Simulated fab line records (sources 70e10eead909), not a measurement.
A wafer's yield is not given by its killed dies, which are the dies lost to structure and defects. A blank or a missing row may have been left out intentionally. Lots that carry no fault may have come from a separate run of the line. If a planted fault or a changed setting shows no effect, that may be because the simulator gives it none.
Chamber matching / flow nandHarc / NHARC_A_STAIRCASE_ALD_415 on aldHk-03: 4 sister chambers
The step deposits SiO2, target thk 30 nm, pulse time 6 s, ald cycles 300. 20 wafers are shown with their chamber, then 10 later ones without.

WAFERS, EACH WITH ITS CHAMBER
wafer=L077.3; chamber=0; heaterPowerW (W)=408; precursorPulseHeightRel=0.985
wafer=L077.5; chamber=0; heaterPowerW (W)=399; precursorPulseHeightRel=0.991
wafer=L077.6; chamber=3; heaterPowerW (W)=471; precursorPulseHeightRel=0.994
wafer=L078.3; chamber=3; heaterPowerW (W)=459; precursorPulseHeightRel=1.004
wafer=L078.4; chamber=1; heaterPowerW (W)=452; precursorPulseHeightRel=0.996
wafer=L078.5; chamber=1; heaterPowerW (W)=441; precursorPulseHeightRel=0.993
wafer=L082.3; chamber=3; heaterPowerW (W)=476; precursorPulseHeightRel=1.017
wafer=L082.4; chamber=0; heaterPowerW (W)=397; precursorPulseHeightRel=1.011
wafer=L082.5; chamber=1; heaterPowerW (W)=449; precursorPulseHeightRel=1.037
wafer=L083.3; chamber=0; heaterPowerW (W)=411; precursorPulseHeightRel=1.019
wafer=L083.4; chamber=3; heaterPowerW (W)=470; precursorPulseHeightRel=1.007
wafer=L083.6; chamber=3; heaterPowerW (W)=469; precursorPulseHeightRel=0.964
wafer=L087.3; chamber=0; heaterPowerW (W)=418; precursorPulseHeightRel=0.984
wafer=L087.5; chamber=1; heaterPowerW (W)=461; precursorPulseHeightRel=1.019
wafer=L087.6; chamber=2; heaterPowerW (W)=366; precursorPulseHeightRel=1.013
wafer=L088.3; chamber=2; heaterPowerW (W)=370; precursorPulseHeightRel=0.992
wafer=L088.4; chamber=1; heaterPowerW (W)=440; precursorPulseHeightRel=1.030
wafer=L088.5; chamber=0; heaterPowerW (W)=406; precursorPulseHeightRel=1.019
wafer=L089.1; chamber=2; heaterPowerW (W)=367; precursorPulseHeightRel=1.015
wafer=L089.3; chamber=1; heaterPowerW (W)=460; precursorPulseHeightRel=1.023

SIGNATURES (averages over the wafers above)
reading=heaterPowerW; chamber 0=406.50; chamber 1=450.50; chamber 2=367.67; chamber 3=469.00; scatter within a chamber=7.37
reading=precursorPulseHeightRel; chamber 0=1.00150; chamber 1=1.01633; chamber 2=1.00667; chamber 3=0.99720; scatter within a chamber=0.0177
Rule: for a wafer and a chamber, the distance is found by dividing, reading by reading, the gap between the wafer's reading and the chamber's mean by the reading's scatter, squaring, summing and taking the root. If the next closest chamber is less than 2 further off than the closest, the wafer can't be placed; otherwise it belongs to the closest. The scatter is the square root of a quotient: the sum, over the shown wafers, of each reading's squared deviation from its chamber's mean, divided by wafers minus chambers.

WAFERS WITH NO CHAMBER GIVEN
wafer=L089.5; heaterPowerW (W)=372; precursorPulseHeightRel=1.011
wafer=L091.1; heaterPowerW (W)=440; precursorPulseHeightRel=0.996
wafer=L091.2; heaterPowerW (W)=406; precursorPulseHeightRel=0.974
wafer=L091.4; heaterPowerW (W)=360; precursorPulseHeightRel=0.958
wafer=L090.3; heaterPowerW (W)=465; precursorPulseHeightRel=0.991
wafer=L090.4; heaterPowerW (W)=410; precursorPulseHeightRel=1.007
wafer=L090.6; heaterPowerW (W)=400; precursorPulseHeightRel=0.980
wafer=L096.2; heaterPowerW (W)=359; precursorPulseHeightRel=0.979
wafer=L096.5; heaterPowerW (W)=376; precursorPulseHeightRel=0.981
wafer=L096.6; heaterPowerW (W)=440; precursorPulseHeightRel=1.003

WHICH CHAMBER EACH WENT THROUGH
wafer=L089.5; from the rows above=2; in truth=2
wafer=L091.1; from the rows above=1; in truth=1
wafer=L091.2; from the rows above=0; in truth=0
wafer=L091.4; from the rows above=2; in truth=2
wafer=L090.3; from the rows above=can't be placed: 3 or 1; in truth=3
wafer=L090.4; from the rows above=0; in truth=0
wafer=L090.6; from the rows above=0; in truth=0
wafer=L096.2; from the rows above=2; in truth=2
wafer=L096.5; from the rows above=2; in truth=2
wafer=L096.6; from the rows above=1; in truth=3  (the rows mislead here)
8 of 10 placed correctly. These rows do not allow placing 1 (true chamber among the candidates in 1). Placed wrongly: 1.
